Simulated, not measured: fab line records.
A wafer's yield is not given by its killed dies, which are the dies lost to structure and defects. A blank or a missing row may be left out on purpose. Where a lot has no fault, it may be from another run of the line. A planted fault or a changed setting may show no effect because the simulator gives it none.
Split-lot study | flow n5_finfet | 21 wafers read across 7 lots, on a route 1938 steps long

## THE SPLIT
At N5_BEOL_M2_COAT_73 (time 60 s, resist thk 5 nm), the setting spin_rpm was moved away from the recipe's 1500 rpm on 6 of the 21 wafers read, by -10.7% to +9.5%. For the rest of the wafers, this setting stayed at what the recipe calls for.

## FROM THE SPLIT TO THE READING: what the file shows between them, 3 steps
- N5_BEOL_M2_COAT_05: resist thk 30 nm
- N5_BEOL_M2_EBR_07
- N5_BEOL_M2_DESCUM_16: chemistry O2, time 7 s

## THE READING
etch.depth_nm (the simulator's own value, which no gauge read), in nm, at N5_BEOL_M2_ETCH_74 (etches underlayer in N2/H2, target depth 6.5 nm, time 5.2 s). The file does not state a usual value for it. The 15 wafers here that ran the recipe average 5.005 nm, standard deviation 0.014 nm.

wafer  | tool, chamber at the split | spin_rpm as run, rpm | against the recipe | etch.depth_nm, nm | against lot-mates on the recipe
L076.1 | litho_track-04, 0          | 1500                 | recipe             | 4.999             | -
L076.2 | litho_track-04, 0          | 1384                 | -7.7%              | 5.199             | +0.200
L076.4 | litho_track-04, 0          | 1500                 | recipe             | 4.998             | -
L078.2 | litho_track-05, 0          | 1500                 | recipe             | 5.022             | -
L078.3 | litho_track-05, 0          | 1500                 | recipe             | 5.008             | -
L078.5 | litho_track-05, 0          | 1500                 | recipe             | 5.039             | -
L085.4 | litho_track-05, 0          | 1500                 | recipe             | 4.99              | -
L085.5 | litho_track-05, 0          | 1500                 | recipe             | 4.998             | -
L085.6 | litho_track-05, 0          | 1500                 | recipe             | 5                 | -
L086.1 | litho_track-03, 0          | 1440                 | -4.0%              | 5.098             | +0.114
L086.3 | litho_track-03, 0          | 1500                 | recipe             | 4.984             | -
L086.6 | litho_track-03, 0          | 1440                 | -4.0%              | 5.085             | +0.101
L092.1 | litho_track-03, 0          | 1500                 | recipe             | 4.994             | -
L092.2 | litho_track-03, 0          | 1500                 | recipe             | 5.01              | -
L092.5 | litho_track-03, 0          | 1404                 | -6.4%              | 5.179             | +0.177
L093.2 | litho_track-03, 0          | 1500                 | recipe             | 5.009             | -
L093.4 | litho_track-03, 0          | 1643                 | +9.5%              | 4.783             | -0.232
L093.6 | litho_track-03, 0          | 1500                 | recipe             | 5.022             | -
L096.2 | litho_track-03, 0          | 1500                 | recipe             | 4.998             | -
L096.3 | litho_track-03, 0          | 1500                 | recipe             | 4.999             | -
L096.4 | litho_track-03, 0          | 1339                 | -10.7%             | 5.302             | +0.303

FIT RESULTS
A straight line over all 21 wafers: etch.depth_nm changes by -0.0253 nm for each +1% of spin_rpm; r = -0.99; the points scatter about the line by 0.015 nm.
The same after taking each lot's own level away (the mean of its wafers on the recipe; 21 wafers): -0.0265 nm for each +1%; r = -1.00; scatter 0.0091 nm.
The reading moves by 0.28 nm for the largest change in spin_rpm, on that fit.
Across the lots, their own levels run from 4.9840 to 5.0230 nm, a range of 2.8 times the standard deviation given above.
The two slopes agree, so the slope changes little with the lot-to-lot level.
Check: +0.277 nm against its lot-mates is what the line predicts for one of the wafers moved furthest among these (-10.7%) when that wafer is left out of the fit. Against them it came out at +0.303 nm.

## FURTHER SPLITS ON THESE WAFERS
Before the reading, these wafers also passed through other splits. Each is held against what the fit with the lots' levels taken away leaves over:
other split on the same wafers | wafers away from the commonest value | r with etch.depth_nm (lot level and that fit taken away)
N5_BEOL_M2_ILD_DEP_00 time_s   | 7                                    | -0.09

## FILE'S OWN FIT
etch.depth_nm changes by -0.0266 nm for each +1% of spin_rpm, r = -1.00.
